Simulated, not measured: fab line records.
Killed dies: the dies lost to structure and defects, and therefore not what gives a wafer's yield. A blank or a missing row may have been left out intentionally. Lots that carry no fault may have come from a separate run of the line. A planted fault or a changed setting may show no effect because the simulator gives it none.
Which of the tools did it?    flow nand-harc    40 wafers from 14 lots sampled at 5 of the route's 1302 steps

== WHAT EACH GAUGE READ, for each wafer ==
NHARC_A_ONON_D2_THK_MEAS_11: measures by ellipsometry.
lot   measured      on             thk-nm (nm)
L913  day 12 19:44  film-metro-02  998 1000 999
L914  day 13 01:11  film-metro-01  997 996 999
L916  day 13 15:49  film-metro-01  983 984 984
L917  day 14 11:44  film-metro-01  1006 1004 1005
L918  day 14 21:46  film-metro-01  991 989 990
L919  day 14 21:56  film-metro-02  1010 1011 1010
L920  day 15 11:50  film-metro-02  998 995 993
L921  day 15 16:44  film-metro-02  1011 1009 1011
L922  day 16 08:22  film-metro-02  1012 1010 1013
L924  day 16 21:16  film-metro-01  995 994 995
L925  day 17 07:27  film-metro-02  992 995 994
L928  day 18 08:36  film-metro-02  996 993 996
L931  day 19 15:59  film-metro-01  688 689
L934  day 21 00:58  film-metro-02  707 996

NHARC_A_ONON_D2_THK_MEAS_27: measures by ellipsometry.
lot   measured      on             thk-nm (nm)
L913  day 13 06:01  film-metro-01  998 997 997
L914  day 13 13:08  film-metro-02  1007 1006 1005
L916  day 14 01:59  film-metro-02  1003 1004 1003
L917  day 14 21:43  film-metro-02  991 992 991
L918  day 15 07:53  film-metro-01  1003 1004 1005
L919  day 15 07:53  film-metro-02  1002 1000 1002
L920  day 15 21:50  film-metro-01  996 995 996
L921  day 16 04:05  film-metro-01  1007 1008 1008
L922  day 16 22:55  film-metro-01  1002 1002 1002
L924  day 17 10:43  film-metro-01  991 990 988
L925  day 17 18:21  film-metro-01  1003 1002 1003
L928  day 18 18:13  film-metro-02  1002 1001 1002
L931  day 20 01:26  film-metro-01  992 992
L934  day 21 13:13  film-metro-01  1021 1023

== EACH LOT AND THE TOOL THAT RAN IT (in order: tool; ch and the chambers of the sampled wafers; start) ==
lot   NHARC_A_CHANNEL_FILL_D1_ETCHBACK_08            NHARC_A_DECK1_JOINT_CMP_13     NHARC_A_ONON_D2_DEP_09
L913  rie-diel-08 ch 0,1,3, day 11 16:52 or earlier  cmp-04 ch 1,2,3, day 11 16:52  pecvd-onon-02 ch 0, day 12 19:17
L914  rie-diel-13 ch 0,1,2, day 12 01:22 or earlier  cmp-04 ch 0,1,2, day 12 01:22  pecvd-onon-02 ch 0, day 13 00:41
L916  rie-diel-10 ch 1,2,3, day 12 14:48 or earlier  cmp-02 ch 0,2,3, day 12 14:48  pecvd-onon-02 ch 0, day 13 15:22
L917  rie-diel-08 ch 0,2,3, day 13 05:19 or earlier  cmp-02 ch 0,2,3, day 13 05:19  pecvd-onon-02 ch 0, day 14 11:13
L918  rie-diel-10 ch 1,2,3, day 13 17:58 or earlier  cmp-04 ch 0,1,2, day 13 17:58  pecvd-onon-02 ch 0, day 14 21:16
L919  rie-diel-13 ch 1,2,3, day 13 17:55 or earlier  cmp-03 ch 0,2,3, day 13 17:55  pecvd-onon-04 ch 0, day 14 21:26
L920  rie-diel-08 ch 0,3, day 14 05:51 or earlier    cmp-03 ch 0,1,3, day 14 05:51  pecvd-onon-04 ch 0, day 15 11:19
L921  rie-diel-10 ch 0,3, day 14 17:01 or earlier    cmp-02 ch 1,2,3, day 14 17:01  pecvd-onon-01 ch 0, day 15 16:14
L922  rie-diel-10 ch 0,2,3, day 15 07:51 or earlier  cmp-03 ch 1,2,3, day 15 07:51  pecvd-onon-01 ch 0, day 16 07:55
L924  rie-diel-10 ch 0,1,2, day 15 20:14 or earlier  cmp-04 ch 0,1,2, day 15 20:14  pecvd-onon-02 ch 0, day 16 20:46
L925  rie-diel-10 ch 0,3, day 16 02:40 or earlier    cmp-03 ch 0,3, day 16 02:40    pecvd-onon-01 ch 0, day 17 07:00
L928  rie-diel-13 ch 0,2, day 17 08:22 or earlier    cmp-02 ch 0,1, day 17 08:22    pecvd-onon-02 ch 0, day 18 08:13
L931  rie-diel-13 ch 0,3, day 18 12:01 or earlier    cmp-04 ch 1,3, day 18 12:01    pecvd-onon-02 ch 0, day 19 15:35
L934  rie-diel-13 ch 0,3, day 20 00:53 or earlier    cmp-02 ch 1,2, day 20 00:53    pecvd-onon-02 ch 0, day 21 00:38
- NHARC_A_CHANNEL_FILL_D1_ETCHBACK_08: etches the open film in C4F8, target depth 220 nm, time 110 s.
- NHARC_A_DECK1_JOINT_CMP_13: polishes, target thk 51.023 nm.
- NHARC_A_ONON_D2_DEP_09: target thk 1000 nm.

== AS READ BY THE TOOLS THEMSELVES (means over the sampled wafers that have a number; for cases with no such wafer, the mark the record gives instead) ==
NHARC_A_CHANNEL_FILL_D1_ETCHBACK_08.
lot   tool         oes-product-au (a.u.)  rf-vpp-V (V)
L913  rie-diel-08  1.00                   440.6
L914  rie-diel-13  0.93                   441.2
L916  rie-diel-10  0.99                   439.5
L917  rie-diel-08  0.93                   441.1
L918  rie-diel-10  0.92                   439.2
L919  rie-diel-13  1.01                   442.3
L920  rie-diel-08  0.93                   440.2
L921  rie-diel-10  0.99                   443.4
L922  rie-diel-10  0.92                   442.5
L924  rie-diel-10  0.92                   441.3
L925  rie-diel-10  0.92                   443.9
L928  rie-diel-13  0.95                   442.3
L931  rie-diel-13  0.93                   441.9
L934  rie-diel-13  0.94                   444.0

NHARC_A_DECK1_JOINT_CMP_13.
lot   tool    motor-current-A (A)  time-to-endpoint-s (s)
L913  cmp-04  11.8                 10.3
L914  cmp-04  11.8                 9.6
L916  cmp-02  11.3                 9.3
L917  cmp-02  11.5                 7.5
L918  cmp-04  11.8                 9.4
L919  cmp-03  12.2                 9.4
L920  cmp-03  12.5                 9.0
L921  cmp-02  11.3                 8.3
L922  cmp-03  11.3                 8.7
L924  cmp-04  11.9                 10.1
L925  cmp-03  13.3                 9.7
L928  cmp-02  12.1                 9.7
L931  cmp-04  11.8                 7.4
L934  cmp-02  10.9                 7.1

== THE ANSWER, worked out from the rows above alone ==
Rule: what is usual is taken from the lots themselves. Put in order of their means at a reading, lots are off if they are a third of the lots or fewer, leave a main group of 4 or more, and stand apart from it by a gap of 3 or more times the standard deviation of the main group's means; of several such gaps the widest counts. A main group whose means are all the same, to the digits that the tables above print for the reading, isn't used. A lot without any number at a reading at which 4 lots or more have one is off too. All remaining lots with rows at the step are treated as sound. Order of review: gauges by route order, followed by the tools' own readings, for which a lot's mean as printed above is used. The first step at which some lot is off is used, and at that step the reading that is off furthest; a lot without a number counts as furthest.
Off, at NHARC_A_ONON_D2_THK_MEAS_11 on thk-nm: L931, L934. Mean 999 nm and standard deviation 8.4 in the main group.
If a tool, at a process step before that reading, ran all the lots that are off and no sound lot after the first of them, it fits. The gauges at NHARC_A_ONON_D2_THK_MEAS_11 are tried like those tools. NHARC_A_CHANNEL_FILL_D1_ETCHBACK_08 gives no start for some lots, so the hours and the order of its lots are those of NHARC_A_DECK1_JOINT_CMP_13. Undecided on this evidence; 2 tools fit (rie-diel-13 at NHARC_A_CHANNEL_FILL_D1_ETCHBACK_08, pecvd-onon-02 at NHARC_A_ONON_D2_DEP_09).

== WHAT HAD BEEN PUT IN BY THE SIMULATOR ==
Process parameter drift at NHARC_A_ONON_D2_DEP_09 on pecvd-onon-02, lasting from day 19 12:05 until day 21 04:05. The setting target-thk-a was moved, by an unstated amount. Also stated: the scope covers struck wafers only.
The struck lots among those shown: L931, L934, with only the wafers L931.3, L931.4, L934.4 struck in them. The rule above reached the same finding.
